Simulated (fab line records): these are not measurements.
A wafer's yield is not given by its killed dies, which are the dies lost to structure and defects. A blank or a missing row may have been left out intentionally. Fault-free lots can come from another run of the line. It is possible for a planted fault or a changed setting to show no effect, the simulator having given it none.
Chamber matching | flow n5 finfet | N5_BEOL_M11_ETCH_62 on rie diel-05: 4 sister chambers
The step etches SOC in N2/H2, target depth 110 nm, overetch 22 nm, time 165 s. 14 wafers are shown with their chamber, then 7 later ones without.

WAFERS PAIRED WITH THEIR CHAMBERS
wafer  | chamber | drypump motor current A (A) | throttle valve pct (%) | showerhead plenum p Torr (Torr)
L074.4 | 2       | 6.3                         | 18.33                  | 2.40
L074.5 | 3       | 5.2                         | 18.11                  | 2.42
L074.6 | 2       | 6.3                         | 18.36                  | 2.40
L075.2 | 2       | 6.4                         | 18.33                  | 2.40
L075.3 | 3       | 5.3                         | 18.12                  | 2.42
L075.5 | 3       | 5.2                         | 18.10                  | 2.42
L077.1 | 2       | 6.3                         | 18.35                  | 2.40
L077.2 | 1       | 6.1                         | 18.04                  | 2.64
L077.6 | 2       | 6.4                         | 18.34                  | 2.40
L084.1 | 2       | 6.3                         | 17.93                  | 2.71
L084.2 | 3       | 5.3                         | 18.15                  | 2.41
L084.6 | 0       | 5.9                         | 17.60                  | 2.47
L089.1 | 1       | 6.1                         | 18.10                  | 2.62
L089.2 | 3       | 5.2                         | 18.18                  | 2.41

SIGNATURES (means of the wafers above)
reading                  | chamber 0 | chamber 1 | chamber 2 | chamber 3 | scatter within a chamber
drypump motor current A  | 5.900     | 6.100     | 6.333     | 5.240     | 0.0503
throttle valve pct       | 17.6000   | 18.0700   | 18.2733   | 18.1320   | 0.122
showerhead plenum p Torr | 2.4700    | 2.6300    | 2.4517    | 2.4160    | 0.0897
Rule: for each reading, subtract the chamber's mean from the wafer's reading, divide by that reading's scatter and square the result; add these up over the readings and take the root, which gives the wafer's distance from the chamber. If the next closest chamber is less than 2 further off than the closest, the wafer can't be placed; otherwise it belongs to the closest. The scatter: take each reading less its chamber's mean, square it, sum over the shown wafers, divide by the number of wafers less the number of chambers, and take the root.

WAFERS WHOSE CHAMBER IS MISSING
wafer  | drypump motor current A (A) | throttle valve pct (%) | showerhead plenum p Torr (Torr)
L089.4 | 6.4                         | 17.94                  | 2.70
L093.2 | 5.9                         | 17.62                  | 2.46
L093.3 | 5.2                         | 18.17                  | 2.41
L093.4 | 6.3                         | 17.94                  | 2.70
L097.2 | 5.2                         | 18.19                  | 2.40
L097.3 | 5.9                         | 17.62                  | 2.46
L097.4 | 6.4                         | 17.95                  | 2.70

WHICH CHAMBER EACH WENT THROUGH
wafer  | from the rows above     | in truth
L089.4 | can't be placed: 2 or 1 | 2
L093.2 | 0                       | 0
L093.3 | 3                       | 3
L093.4 | can't be placed: 2 or 1 | 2
L097.2 | 3                       | 3
L097.3 | 0                       | 0
L097.4 | 2                       | 2
Correct placement for 5 of the 7. Can't be placed from these rows: 2 (the true chamber is among the candidates in 2). Number placed wrongly: 0.
